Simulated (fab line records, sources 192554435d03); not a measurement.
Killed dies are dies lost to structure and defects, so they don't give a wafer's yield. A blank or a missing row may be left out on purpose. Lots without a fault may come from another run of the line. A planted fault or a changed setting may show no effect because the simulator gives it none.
Chamber matching | flow n5_finfet | N5_BEOL_M0_CO_CAP_123 on cvd_co-01: 3 sister chambers
The step material Co, precursor CCTBA/H2, target thk 2 nm, time 102.1 s. 6 wafers are shown with their chamber, then 11 later ones without.

WAFERS WITH THEIR CHAMBER
wafer  | chamber | heater_power_w (W)
L262.5 | 1       | 226
L263.2 | 1       | 222
L263.6 | 0       | 226
L264.4 | 2       | 254
L264.5 | 0       | 230
L266.3 | 2       | 252

WAFERS WITHOUT THEIR CHAMBER
wafer  | heater_power_w (W)
L266.4 | 252
L266.5 | 226
L270.2 | 229
L270.3 | 250
L270.4 | 233
L272.1 | 224
L272.2 | 223
L272.3 | 259
L275.2 | 229
L275.3 | 251
L275.6 | 228

WHICH CHAMBER EACH WENT THROUGH
wafer  | from the rows above     | in truth
L266.4 | 2                       | 2
L266.5 | can't be placed: 0 or 1 | 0
L270.2 | can't be placed: 0 or 1 | 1
L270.3 | 2                       | 2
L270.4 | can't be placed: 0 or 1 | 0
L272.1 | can't be placed: 1 or 0 | 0
L272.2 | can't be placed: 1 or 0 | 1
L272.3 | 2                       | 2
L275.2 | can't be placed: 0 or 1 | 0
L275.3 | 2                       | 2
L275.6 | can't be placed: 0 or 1 | 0
Placed correctly: 4 of 11. Can't be placed from these rows: 7 (the true chamber is among the candidates in 7). Placed wrongly: 0.
How it was worked out, from the rows above alone: a wafer's distance from a chamber is the root of the sum, over the readings, of the square of ((its reading less the chamber's mean) divided by the reading's scatter). The wafer belongs to the nearest chamber; if the next one is less than 2 further off, it can't be placed. A chamber's mean is the mean of its shown wafers. The scatter: the root of (the sum of the squares of (reading less its chamber's mean) over the shown wafers, divided by (wafers less chambers)).
